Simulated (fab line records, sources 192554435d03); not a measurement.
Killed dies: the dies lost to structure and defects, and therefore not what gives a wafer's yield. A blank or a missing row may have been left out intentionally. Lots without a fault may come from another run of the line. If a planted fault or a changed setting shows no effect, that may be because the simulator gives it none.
fab line records	flow n5Finfet	part 1 of 2: steps 1 to 4 of 6
[record] lots = 24	wafers = 72	lastDay = 18
route steps=1938 shown FIN_SAQP@130 FIN_CUT@175 STI_FIN_REVEAL@190
lots untouched by any fault: they come from a run of this same line in which no faults occurred
startH: start of the lot's first displayed wafer, in hours after the record's first day	waitH: how many hours have passed since the lot's step before this one	" the same as in the row above	L1.1+2: a single row standing in for several wafers	- no value, or no start was given	* or withheld: withheld	< > ~ a bound
route shown NAME@n: NAME is a module with steps in the file, n the number in the route of the first one	usual: mean/standard deviation taken from wafers without a fault	same: alike in all rows	chamber/n: place in a boat	sites: readings site by site	_std_site: standard deviation across them	_edge_site: inner sites' mean taken away from outer sites' mean	radiusMm: for every site, how far away it sits from the centre of the wafer	mask NAME#n: copy n	behind: tool/chamber where the wafer was last shaped	hold: cause of the lot's hold/its duration in hours/its outcome	device: the n, p or np transistor that did not switch	end of line: at the end of the route, the tests of the same wafers	a step given without rows: its recipe and nothing more	killed: count of dies lost to structure and defects at first sort (not the wafer's yield)	map: dies across one wafer; x = killed, . = not, _ = none there
set.NAME: setting as actually run; set.NAME@STEP: the setting as run at that earlier step	model.NAME: the simulator's own value behind a step, which no gauge read
a sample of lots followed through the steps of the route, with each step as a table and each wafer as a row
services: from which hour (startH, from the record's first day; less than 0 if before it) a tool's chamber was out of use, for how many hours, and why
[[steps]]
[step N5_FIN_SAQP_ETCH_65]
[recipe] chemistry = CF4	target = SiO2	targetDepthA = 40	ionEnergyEv = 350	timeS = 4.4	pressureMtorr = 10	icpW = 800	biasW = 400	cf4FlowSccm = 80
[usual] drypumpMotorCurrentA = 5.6/0.33	heBacksideLeakSccm = 2.9/0.6	oesProductAu = 1.002/0.014	throttleValvePct = 21.77/0.16
lot.wafer	tool	chamber	startH	waitH	drypumpMotorCurrentA	heBacksideLeakSccm	oesProductAu	rfHoursCounterH	throttleValvePct
L074.4	rieSi-03	2	24.30	0.1	5.3	2.3	0.982	7	21.89
L074.5	"	3	"	"	6.0	2.3	0.996	-	21.72
L074.6	"	2	"	"	5.3	2.4	0.972	-	21.87
L075.1	rieSi-03	0	30.63	0.1	5.5	3.8	1.005	174	21.68
L075.2	"	3	"	"	6.0	2.1	0.993	7	21.72
L075.6	"	3	"	"	6.0	2.1	0.999	-	21.71
L076.3	rieSi-02	2	36.26	0.1	5.8	2.6	0.985	5	22.02
L076.4	"	3	"	"	5.5	2.7	1.002	1	21.92
L076.5	"	1	"	"	5.2	3.4	1.012	-	21.49
L077.2	rieSi-02	3	42.81	0.1	5.6	2.6	0.992	1	21.93
L077.3	"	0	"	"	5.3	3.1	0.991	198	22.02
L077.6	"	1	"	"	5.2	3.4	1.010	-	21.48
L078.1	rieSi-03	2	47.86	0.1	5.3	2.3	0.987	7	21.87
L078.3	"	1	"	"	6.0	2.8	1.018	67	21.65
L078.6	"	0	"	"	5.5	3.7	1.015	-	21.68
L079.3	rieSi-03	0	54.72	0.1	5.5	3.8	1.013	174	21.67
L079.4	"	2	"	"	5.3	2.5	0.977	8	21.87
L079.6	"	2	"	"	5.3	2.4	0.979	-	21.86
L080.1	rieSi-03	0	61.99	0.1	5.5	4.1	1.016	174	21.69
L080.4	"	1	"	"	6.0	2.6	1.011	67	21.65
L080.5	"	3	"	"	6.1	2.4	1.000	-	21.71
L081.1	rieSi-05	0	66.32	0.1	6.1	2.3	1.000	8	22.15
L081.3	"	3	"	"	5.2	3.4	0.986	78	21.76
L081.5	"	0	"	"	6.1	2.3	1.002	-	22.15
L082.1	rieSi-03	0	72.07	0.1	5.5	3.8	1.010	174	21.69
L082.2	"	1	"	"	6.0	5.0	1.010	67	21.65
L082.3	"	2	"	"	5.3	2.4	0.986	8	21.87
L083.2	rieSi-03	2	80.42	0.1	5.3	2.4	0.985	8	21.87
L083.3	"	0	"	"	5.5	3.8	1.015	175	21.70
L083.5	"	0	"	"	5.5	3.9	1.013	-	21.68
L084.1	rieSi-03	1	84.44	0.1	6.0	2.7	1.007	68	21.63
L084.3	"	0	"	"	5.5	3.9	1.022	175	21.68
L084.6	"	0	"	"	5.5	3.8	1.025	-	21.70
L085.3	rieSi-03	2	92.38	0.1	5.3	2.4	0.987	8	21.87
L085.4	"	0	"	"	5.5	3.7	1.006	175	21.67
L085.6	"	0	"	"	5.5	3.5	1.024	-	21.69
L086.1	rieSi-02	2	97.49	0.1	5.8	2.6	0.978	6	22.02
L086.4	"	0	"	"	5.3	3.2	1.013	198	22.05
L086.5	"	3	"	"	5.6	2.5	1.007	-	21.93
L087.2	rieSi-05	2	102.44	0.1	5.5	3.0	1.028	113	21.60
L087.5	"	2	"	"	5.5	3.1	1.032	-	21.60
L087.6	"	3	"	"	5.3	3.0	0.993	-	21.78
L088.3	rieSi-02	1	109.43	0.1	5.2	3.4	1.001	43	21.48
L088.4	"	2	"	"	5.8	2.6	0.979	6	22.02
L088.6	"	2	"	"	5.8	2.5	0.986	-	22.04
L089.3	rieSi-03	3	114.81	0.1	6.0	2.2	1.011	8	21.71
L089.4	"	0	"	"	5.5	3.8	1.015	175	21.70
L089.6	"	2	"	"	5.3	2.2	1.002	-	21.88
L090.2	rieSi-03	3	121.10	0.1	6.0	2.1	0.998	8	21.73
L090.4	"	0	"	"	5.5	3.9	1.010	175	21.69
L090.6	"	0	"	"	5.5	3.9	1.013	-	21.70
L091.1	rieSi-05	2	127.22	0.1	5.5	3.0	1.041	114	21.60
L091.3	"	0	"	"	6.1	2.3	0.994	9	22.15
L091.6	"	3	"	"	5.2	3.2	0.988	-	21.75
L092.2	rieSi-03	0	133.21	0.1	5.5	3.9	1.020	176	21.69
L092.4	"	1	"	"	6.0	2.8	1.012	69	21.66
L092.6	"	1	"	"	6.0	2.9	1.009	-	21.66
L093.1	rieSi-03	3	138.05	0.1	6.0	2.1	1.003	9	21.71
L093.2	"	1	"	"	6.0	2.7	1.011	69	21.65
L093.5	"	0	"	"	5.5	3.7	1.010	-	21.69
L094.1	rieSi-02	0	146.05	0.1	5.3	2.8	0.993	0	21.85
L094.2	"	2	"	"	5.8	2.5	0.989	7	22.03
L094.6	"	0	"	"	5.3	2.8	0.978	-	21.82
L095.1	rieSi-02	0	151.00	0.1	5.3	2.7	0.985	0	21.84
L095.3	"	3	"	"	5.6	2.5	0.996	3	21.93
L095.5	"	0	"	"	5.3	2.7	0.983	-	21.84
L096.1	rieSi-02	3	157.05	0.1	5.5	2.7	0.993	3	21.94
L096.2	"	2	"	"	5.8	2.4	0.983	7	22.02
L096.3	"	0	"	"	5.3	2.8	0.976	0	21.83
L097.2	rieSi-03	2	162.30	0.1	5.3	2.4	0.982	10	21.87
L097.4	"	3	"	"	6.0	2.3	0.991	9	21.72
L097.6	"	0	"	"	5.5	3.8	1.007	-	21.70
[step N5_FIN_SAQP_ETCH_67]
[recipe] chemistry = CH3F/O2	target = SiNx	targetDepthA = 300	maskMaterial = SOC	pressureMtorr = 30	sourceW = 395	biasW = 73	Ar_flow_sccm = 150	CH3F_flow_sccm = 30	O2_flow_sccm = 20	ionEnergyEv = 120
[usual] drypumpMotorCurrentA = 5.8/0.38	oesProductAu = 0.75/0.081	rfVppV = 298/6.5	showerheadPlenumPTorr = 2.00/0.075	throttleValvePct = 16.37/0.26
lot.wafer	tool	chamber	startH	waitH	drypumpMotorCurrentA	oesProductAu	rfHoursCounterH	rfVppV	showerheadPlenumPTorr	throttleValvePct
L074.4	rieDiel-04	1	25.23	0.0	6.1	0.98	6	300	2.05	16.03
L074.5	"	3	"	"	5.7	0.74	-	300	2.06	16.47
L074.6	"	2	"	"	5.5	0.78	-	306	1.92	16.23
L075.1	rieDiel-03	2	31.25	0.0	5.9	0.72	178	288	1.91	16.25
L075.2	"	0	"	"	5.8	0.75	153	304	2.08	15.97
L075.6	"	2	"	"	5.9	0.72	-	287	1.91	16.25
L076.3	rieDiel-04	3	37.25	0.0	5.7	0.73	198	302	2.06	16.49
L076.4	"	3	"	"	5.7	0.73	-	302	2.06	16.49
L076.5	"	1	"	"	6.1	0.95	-	299	2.05	16.03
L077.2	rieDiel-05	1	43.54	0.0	5.6	0.74	157	300	1.91	16.26
L077.3	"	3	"	"	5.7	0.74	169	303	1.99	16.25
L077.6	"	2	"	"	5.1	0.67	-	288	1.90	16.40
L078.1	rieDiel-05	1	48.54	0.0	5.6	0.74	158	300	1.91	16.27
L078.3	"	3	"	"	5.7	0.73	171	302	1.99	16.24
L078.6	"	1	"	"	5.6	0.74	-	302	1.91	16.28
L079.3	rieDiel-05	0	55.34	0.0	6.6	0.86	61	301	2.11	16.30
L079.4	"	3	"	"	5.7	0.73	174	300	1.98	16.25
L079.6	"	0	"	"	6.6	0.86	-	302	2.11	16.28
L080.1	rieDiel-05	2	62.61	0.0	5.1	0.67	241	289	1.90	16.42
L080.4	"	3	"	"	5.7	0.73	175	303	1.98	16.26
L080.5	"	2	"	"	5.1	0.67	-	289	1.90	16.43
L081.1	rieDiel-04	1	67.00	0.0	6.1	0.91	21	298	2.04	16.06
L081.3	"	2	"	"	5.5	0.75	142	306	1.92	16.27
L081.5	"	3	"	"	5.7	0.72	-	301	2.06	16.50
L082.1	rieDiel-03	2	72.69	0.0	5.9	0.70	196	288	1.91	16.26
L082.2	"	0	"	"	5.8	0.73	171	304	2.08	15.99
L082.3	"	1	"	"	5.8	0.66	263	300	2.03	16.73
L083.2	rieDiel-03	0	81.21	0.0	5.8	0.73	176	304	2.08	16.01
L083.3	"	3	"	"	5.5	0.68	241	286	1.97	16.78
L083.5	"	0	"	"	5.8	0.73	-	304	2.08	16.03
L084.1	rieDiel-05	3	85.07	0.0	5.7	0.73	184	303	1.98	16.27
L084.3	"	1	"	"	5.6	0.73	171	303	1.91	16.28
L084.6	"	0	"	"	6.6	0.85	-	299	2.11	16.33
L085.3	rieDiel-03	3	93.15	0.0	5.5	0.68	247	287	1.97	16.76
L085.4	"	3	"	"	5.5	0.68	-	287	1.97	16.76
L085.6	"	0	"	"	5.8	0.72	-	305	2.07	16.02
L086.1	rieDiel-05	0	98.23	0.0	6.6	0.84	75	299	2.11	16.33
L086.4	"	3	"	"	5.7	0.72	-	302	1.98	16.29
L086.5	"	1	"	"	5.6	0.73	-	301	1.91	16.30
L087.2	rieDiel-04	1	103.19	0.0	6.1	0.90	34	300	2.04	16.08
L087.5	"	0	"	"	6.4	0.72	-	290	2.07	16.97
L087.6	"	3	"	"	5.7	0.71	-	301	2.05	16.52
L088.3	rieDiel-03	0	110.17	0.0	5.8	0.72	188	305	2.07	16.03
L088.4	"	2	"	"	5.9	0.70	-	287	1.90	16.31
L088.6	"	0	"	"	5.7	0.72	-	305	2.07	16.05
L089.3	rieDiel-05	0	115.43	0.0	6.6	0.82	82	300	2.10	16.33
L089.4	"	3	"	"	5.6	0.71	-	302	1.98	16.30
L089.6	"	0	"	"	6.6	0.83	-	302	2.10	16.32
L090.2	rieDiel-04	2	121.72	0.0	5.4	0.74	161	306	1.91	16.30
L090.4	"	3	"	"	5.7	0.71	230	299	2.05	16.55
L090.6	"	3	"	"	5.7	0.71	-	302	2.05	16.55
L091.1	rieDiel-03	0	127.84	0.0	5.8	0.71	195	305	2.07	16.04
L091.3	"	1	"	"	5.8	0.92	11	301	2.03	16.22
L091.6	"	2	"	"	5.9	0.69	-	288	1.90	16.32
L092.2	rieDiel-05	0	133.83	0.0	6.6	0.82	89	301	2.10	16.34
L092.4	"	2	"	"	5.1	0.94	4	294	2.15	15.94
L092.6	"	1	"	"	5.6	0.72	-	301	1.90	16.32
L093.1	rieDiel-04	2	138.76	0.0	5.5	0.73	167	307	1.91	16.29
L093.2	"	3	"	"	5.7	0.69	236	302	2.05	16.54
L093.5	"	2	"	"	5.5	0.73	-	306	1.91	16.31
L094.1	rieDiel-04	1	146.81	0.0	6.1	0.88	50	299	2.03	16.11
L094.2	"	3	"	"	5.7	0.69	240	301	2.05	16.56
L094.6	"	2	"	"	5.5	0.73	-	306	1.91	16.30
L095.1	rieDiel-04	2	151.62	0.0	5.5	0.73	171	306	1.91	16.31
L095.3	"	3	"	"	5.6	0.69	241	301	2.05	16.57
L095.5	"	2	"	"	5.5	0.72	-	306	1.91	16.31
L096.1	rieDiel-04	1	157.68	0.0	6.1	0.86	53	299	2.03	16.12
L096.2	"	3	"	"	5.6	0.70	244	299	2.05	16.57
L096.3	"	0	"	"	6.4	0.71	231	289	2.07	16.99
L097.2	rieDiel-03	0	162.92	0.0	5.8	0.70	208	304	2.06	16.06
L097.4	"	1	"	"	5.8	0.88	24	302	2.02	16.24
L097.6	"	1	"	"	5.8	0.87	-	303	2.02	16.21
[step N5_FIN_SAQP_FIN_ETCH_36]
[recipe] chemistry = HBr/Cl2/O2	targetDepthA = 1200	maskMaterial = SiNx	timeS = 50.4	biasW = 102	pressureMtorr = 10	icpW = 800	HBr_flow_sccm = 150	Cl2_flow_sccm = 80	O2_flow_sccm = 12
[usual] drypumpMotorCurrentA = 5.7/0.32	heBacksideLeakSccm = 2.9/0.44	oesProductAu = 1.004/0.014	throttleValvePct = 36.11/0.2
lot.wafer	tool	chamber	startH	waitH	drypumpMotorCurrentA	heBacksideLeakSccm	oesProductAu	rfHoursCounterH	throttleValvePct
L074.4	rieSi-03	3	26.48	0.0	6.1	2.2	1.001	7	35.86
L074.5	"	0	"	"	5.5	3.7	1.021	-	35.94
L074.6	"	1	"	"	6.0	2.6	0.999	-	35.98
L075.1	rieSi-03	0	32.48	0.0	5.5	4.0	1.020	174	35.94
L075.2	"	3	"	"	6.0	2.2	1.006	7	35.84
L075.6	"	3	"	"	6.0	2.1	1.002	-	35.84
L076.3	rieSi-03	3	38.36	0.0	6.0	2.4	1.004	7	35.85
L076.4	"	0	"	"	5.5	3.8	1.013	174	35.95
L076.5	"	3	"	"	6.1	2.1	1.003	-	35.85
L077.2	rieSi-02	2	44.66	0.0	5.8	2.5	0.992	5	36.43
L077.3	"	3	"	"	5.6	2.7	1.025	1	36.16
L077.6	"	3	"	"	5.6	2.5	1.007	-	36.15
L078.1	rieSi-05	2	49.64	0.0	5.5	3.0	1.020	112	36.10
L078.3	"	3	"	"	5.2	3.3	0.985	78	35.84
L078.6	"	0	"	"	6.1	2.3	0.996	-	36.48
L079.3	rieSi-05	3	56.44	0.0	5.2	3.4	0.993	78	35.81
L079.4	"	0	"	"	6.2	2.3	0.998	8	36.46
L079.6	"	1	"	"	5.9	2.8	1.008	-	36.06
L080.1	rieSi-03	2	63.83	0.0	5.3	2.4	0.983	8	36.09
L080.4	"	0	"	"	5.5	3.7	1.017	174	35.92
L080.5	"	2	"	"	5.4	2.5	0.983	-	36.09
L081.1	rieSi-05	0	68.26	0.0	6.2	2.3	0.998	8	36.45
L081.3	"	1	"	"	5.9	2.8	1.004	117	36.06
L081.5	"	2	"	"	5.5	3.0	1.026	-	36.09
L082.1	rieSi-05	1	73.93	0.0	5.9	2.9	0.999	117	36.04
L082.2	"	3	"	"	5.2	3.5	0.997	78	35.82
L082.3	"	2	"	"	5.5	3.0	1.018	113	36.10
L083.2	rieSi-05	1	82.45	0.0	5.9	2.9	1.012	117	36.06
L083.3	"	3	"	"	5.3	3.2	0.992	79	35.82
L083.5	"	1	"	"	5.9	2.9	1.001	-	36.05
L084.1	rieSi-02	3	86.17	0.0	5.5	2.5	1.012	1	36.15
L084.3	"	1	"	"	5.2	3.4	1.011	43	35.99
L084.6	"	0	"	"	5.3	3.3	1.014	-	36.44
L085.3	rieSi-05	1	94.95	0.0	5.9	2.8	1.000	117	36.06
L085.4	"	0	"	"	6.2	2.5	0.996	9	36.49
L085.6	"	1	"	"	5.9	2.8	1.003	-	36.07
L086.1	rieSi-05	3	99.37	0.0	5.2	3.2	0.993	79	35.83
L086.4	"	0	"	"	6.1	2.3	0.992	9	36.46
L086.5	"	1	"	"	5.9	2.9	1.011	-	36.06
L087.2	rieSi-03	0	104.29	0.0	5.5	3.7	1.022	175	35.92
L087.5	"	0	"	"	5.5	3.9	1.023	-	35.94
L087.6	"	3	"	"	6.0	2.4	1.000	-	35.84
L088.3	rieSi-05	0	111.35	0.0	6.1	2.4	1.001	9	36.46
L088.4	"	3	"	"	5.2	3.2	1.007	79	35.80
L088.6	"	2	"	"	5.5	3.0	1.028	-	36.07
L089.3	rieSi-02	2	116.66	0.0	5.7	2.6	0.996	6	36.43
L089.4	"	2	"	"	5.7	2.5	0.995	-	36.43
L089.6	"	3	"	"	5.6	2.9	1.006	-	36.16
L090.2	rieSi-05	2	123.76	0.0	5.5	3.0	1.028	114	36.11
L090.4	"	0	"	"	6.1	2.3	0.986	9	36.48
L090.6	"	1	"	"	5.9	2.8	1.019	-	36.05
L091.1	rieSi-02	1	128.94	0.0	5.2	3.4	0.998	44	36.01
L091.3	"	3	"	"	5.5	2.5	1.001	2	36.17
L091.6	"	1	"	"	5.2	3.5	0.994	-	36.00
L092.2	rieSi-03	0	134.97	0.0	5.5	3.9	1.018	176	35.93
L092.4	"	1	"	"	6.0	2.7	1.000	69	35.98
L092.6	"	1	"	"	6.0	2.7	1.017	-	35.97
L093.1	rieSi-05	0	140.15	0.0	6.2	2.3	0.985	10	36.49
L093.2	"	3	"	"	5.2	3.3	0.991	80	35.84
L093.5	"	1	"	"	5.9	3.0	1.018	-	36.05
L094.1	rieSi-02	3	147.91	0.0	5.5	2.7	1.000	3	36.18
L094.2	"	1	"	"	5.1	3.2	1.008	44	36.00
L094.6	"	3	"	"	5.5	2.6	1.008	-	36.17
L095.1	rieSi-05	1	152.87	0.0	5.9	2.9	1.008	118	36.04
L095.3	"	3	"	"	5.2	3.3	0.999	80	35.82
L095.5	"	0	"	"	6.2	2.3	0.986	-	36.48
L096.1	rieSi-02	1	158.78	0.0	5.2	3.5	0.981	44	36.02
L096.2	"	0	"	"	5.3	2.8	0.982	0	36.21
L096.3	"	3	"	"	5.6	2.7	1.000	3	36.17
L097.2	rieSi-02	1	164.02	0.0	5.2	3.3	0.992	44	36.01
L097.4	"	0	"	"	5.3	2.9	0.971	1	36.20
L097.6	"	3	"	"	5.5	2.7	0.996	-	36.17
[step N5_FIN_CUT_PRECLEAN_35]
[recipe] timeS = 13.3	tempC = 45	pressureTorr = 125	pHfTorr = 3	pCoreactantTorr = 25	chemistry = vHF
[usual] drypumpMotorCurrentA = 5.97/0.29
lot.wafer	tool	chamber	startH	waitH	drypumpMotorCurrentA
L074.4	vaporEtch-01	1	27.78	0.1	5.98
L074.5	"	1	"	"	6.00
L074.6	"	1	"	"	6.00
L075.1	vaporEtch-01	1	33.71	0.0	5.96
L075.2	"	1	"	"	5.95
L075.6	"	1	"	"	5.97
L076.3	vaporEtch-02	0	39.73	0.1	6.43
L076.4	"	1	"	"	5.63
L076.5	"	0	"	"	6.41
L077.2	vaporEtch-02	1	46.01	0.0	5.68
L077.3	"	0	"	"	6.43
L077.6	"	0	"	"	6.42
L078.1	vaporEtch-02	0	50.99	0.0	6.39
L078.3	"	0	"	"	6.40
L078.6	"	0	"	"	6.41
L079.3	vaporEtch-01	1	57.89	0.1	5.97
L079.4	"	0	"	"	5.76
L079.6	"	1	"	"	5.96
L080.1	vaporEtch-01	0	65.18	0.0	5.82
L080.4	"	0	"	"	5.82
L080.5	"	1	"	"	5.97
L081.1	vaporEtch-01	1	69.51	0.0	5.96
L081.3	"	0	"	"	5.77
L081.5	"	0	"	"	5.77
L082.1	vaporEtch-02	0	75.17	0.0	6.39
L082.2	"	1	"	"	5.66
L082.3	"	1	"	"	5.64
L083.2	vaporEtch-02	1	83.67	0.0	5.64
L083.3	"	0	"	"	6.42
L083.5	"	0	"	"	6.40
L084.1	vaporEtch-02	1	87.52	0.0	5.65
L084.3	"	0	"	"	6.42
L084.6	"	0	"	"	6.40
L085.3	vaporEtch-02	0	96.32	0.1	6.41
L085.4	"	1	"	"	5.63
L085.6	"	1	"	"	5.66
L086.1	vaporEtch-02	0	100.63	0.0	6.40
L086.4	"	0	"	"	6.40
L086.5	"	1	"	"	5.64
L087.2	vaporEtch-01	1	105.65	0.0	5.97
L087.5	"	0	"	"	5.79
L087.6	"	1	"	"	5.96
L088.3	vaporEtch-01	1	112.60	0.1	5.99
L088.4	"	0	"	"	5.79
L088.6	"	1	"	"	5.98
L089.3	vaporEtch-01	1	117.92	0.1	5.98
L089.4	"	0	"	"	5.75
L089.6	"	0	"	"	5.76
L090.2	vaporEtch-01	0	127.55	0.0	5.79
L090.4	"	1	"	"	5.99
L090.6	"	1	"	"	5.98
L091.1	vaporEtch-02	1	130.60	0.0	5.64
L091.3	"	0	"	"	6.38
L091.6	"	0	"	"	6.38
L092.2	vaporEtch-01	1	136.25	0.0	5.97
L092.4	"	0	"	"	5.77
L092.6	"	0	"	"	5.78
L093.1	vaporEtch-02	0	141.38	0.0	6.40
L093.2	"	1	"	"	5.66
L093.5	"	1	"	"	5.66
L094.1	vaporEtch-02	1	149.25	0.2	5.68
L094.2	"	0	"	"	6.39
L094.6	"	1	"	"	5.66
L095.1	vaporEtch-02	0	154.14	0.0	6.41
L095.3	"	1	"	"	5.65
L095.5	"	1	"	"	5.64
L096.1	vaporEtch-01	0	160.13	0.0	5.79
L096.2	"	1	"	"	5.95
L096.3	"	0	"	"	5.80
L097.2	vaporEtch-02	0	165.25	0.0	6.42
L097.4	"	1	"	"	5.64
L097.6	"	1	"	"	5.62
